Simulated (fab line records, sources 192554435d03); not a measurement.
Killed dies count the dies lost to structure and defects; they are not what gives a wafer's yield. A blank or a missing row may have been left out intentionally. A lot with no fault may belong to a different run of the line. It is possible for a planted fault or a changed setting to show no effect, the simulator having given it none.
Matching of chambers :: flow n5 finfet :: rie diel-04 running N5_BEOL_M5_DESCUM_16: 4 sister chambers
The step chemistry O2, time 7 s. 18 wafers are shown with their chamber, then 9 later ones without.

WAFERS PAIRED WITH THEIR CHAMBERS
wafer: L074.2
chamber: 0
showerhead plenum p Torr (Torr): 2.09
throttle valve pct (%): 20.31
oes product au (a.u.): 0.75

wafer: L074.3
chamber: 2
showerhead plenum p Torr (Torr): 2.23
throttle valve pct (%): 20.05
oes product au (a.u.): 0.93

wafer: L074.5
chamber: 0
showerhead plenum p Torr (Torr): 2.09
throttle valve pct (%): 20.33
oes product au (a.u.): 0.76

wafer: L076.1
chamber: 1
showerhead plenum p Torr (Torr): 2.22
throttle valve pct (%): 20.47
oes product au (a.u.): 0.86

wafer: L076.2
chamber: 2
showerhead plenum p Torr (Torr): 2.23
throttle valve pct (%): 20.04
oes product au (a.u.): 0.91

wafer: L076.5
chamber: 1
showerhead plenum p Torr (Torr): 2.22
throttle valve pct (%): 20.47
oes product au (a.u.): 0.85

wafer: L078.2
chamber: 1
showerhead plenum p Torr (Torr): 2.21
throttle valve pct (%): 20.47
oes product au (a.u.): 0.86

wafer: L078.3
chamber: 0
showerhead plenum p Torr (Torr): 2.08
throttle valve pct (%): 20.34
oes product au (a.u.): 0.75

wafer: L078.6
chamber: 3
showerhead plenum p Torr (Torr): 2.25
throttle valve pct (%): 20.36
oes product au (a.u.): 0.96

wafer: L083.1
chamber: 0
showerhead plenum p Torr (Torr): 2.08
throttle valve pct (%): 20.34
oes product au (a.u.): 0.75

wafer: L083.2
chamber: 3
showerhead plenum p Torr (Torr): 2.25
throttle valve pct (%): 20.39
oes product au (a.u.): 0.91

wafer: L083.6
chamber: 2
showerhead plenum p Torr (Torr): 2.22
throttle valve pct (%): 20.05
oes product au (a.u.): 0.89

wafer: L084.2
chamber: 0
showerhead plenum p Torr (Torr): 2.08
throttle valve pct (%): 20.38
oes product au (a.u.): 0.75

wafer: L084.3
chamber: 3
showerhead plenum p Torr (Torr): 2.25
throttle valve pct (%): 20.37
oes product au (a.u.): 0.91

wafer: L084.6
chamber: 3
showerhead plenum p Torr (Torr): 2.25
throttle valve pct (%): 20.37
oes product au (a.u.): 0.91

wafer: L085.1
chamber: 2
showerhead plenum p Torr (Torr): 2.22
throttle valve pct (%): 20.06
oes product au (a.u.): 0.89

wafer: L085.2
chamber: 0
showerhead plenum p Torr (Torr): 2.08
throttle valve pct (%): 20.36
oes product au (a.u.): 0.74

wafer: L085.3
chamber: 1
showerhead plenum p Torr (Torr): 2.21
throttle valve pct (%): 20.50
oes product au (a.u.): 0.83

SIGNATURES (means of the wafers above)
reading: showerhead plenum p Torr
chamber 0: 2.0833
chamber 1: 2.2150
chamber 2: 2.2250
chamber 3: 2.2500
scatter within a chamber: 0.00488

reading: throttle valve pct
chamber 0: 20.3433
chamber 1: 20.4775
chamber 2: 20.0500
chamber 3: 20.3725
scatter within a chamber: 0.0175

reading: oes product au
chamber 0: 0.7500
chamber 1: 0.8500
chamber 2: 0.9050
chamber 3: 0.9225
scatter within a chamber: 0.0164
Rule: for each reading, subtract the chamber's mean from the wafer's reading, divide by that reading's scatter and square the result; add these up over the readings and take the root, which gives the wafer's distance from the chamber. The wafer belongs to the nearest chamber; if the next one is less than 2 further off, it can't be placed. The scatter: the root of (the sum of the squares of (reading less its chamber's mean) over the shown wafers, divided by (wafers less chambers)).

WAFERS MISSING THEIR CHAMBER
wafer: L088.1
showerhead plenum p Torr (Torr): 2.21
throttle valve pct (%): 20.50
oes product au (a.u.): 0.83

wafer: L088.4
showerhead plenum p Torr (Torr): 2.08
throttle valve pct (%): 20.37
oes product au (a.u.): 0.74

wafer: L088.5
showerhead plenum p Torr (Torr): 2.21
throttle valve pct (%): 20.50
oes product au (a.u.): 0.82

wafer: L090.3
showerhead plenum p Torr (Torr): 2.24
throttle valve pct (%): 20.39
oes product au (a.u.): 0.88

wafer: L090.4
showerhead plenum p Torr (Torr): 2.08
throttle valve pct (%): 20.36
oes product au (a.u.): 0.74

wafer: L090.5
showerhead plenum p Torr (Torr): 2.21
throttle valve pct (%): 20.50
oes product au (a.u.): 0.82

wafer: L097.1
showerhead plenum p Torr (Torr): 2.24
throttle valve pct (%): 20.42
oes product au (a.u.): 0.86

wafer: L097.4
showerhead plenum p Torr (Torr): 2.20
throttle valve pct (%): 20.51
oes product au (a.u.): 0.82

wafer: L097.6
showerhead plenum p Torr (Torr): 2.20
throttle valve pct (%): 20.53
oes product au (a.u.): 0.81

WHICH CHAMBER EACH ONE RAN IN
wafer: L088.1
from the rows above: 1
in truth: 1

wafer: L088.4
from the rows above: 0
in truth: 0

wafer: L088.5
from the rows above: 1
in truth: 1

wafer: L090.3
from the rows above: 3
in truth: 3

wafer: L090.4
from the rows above: 0
in truth: 0

wafer: L090.5
from the rows above: 1
in truth: 1

wafer: L097.1
from the rows above: can't be placed: 3 or 1
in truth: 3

wafer: L097.4
from the rows above: 1
in truth: 1

wafer: L097.6
from the rows above: 1
in truth: 1
8 of 9 placed correctly. Not placeable from these rows: 1 (in 1, the candidates include the true chamber). Number placed wrongly: 0.
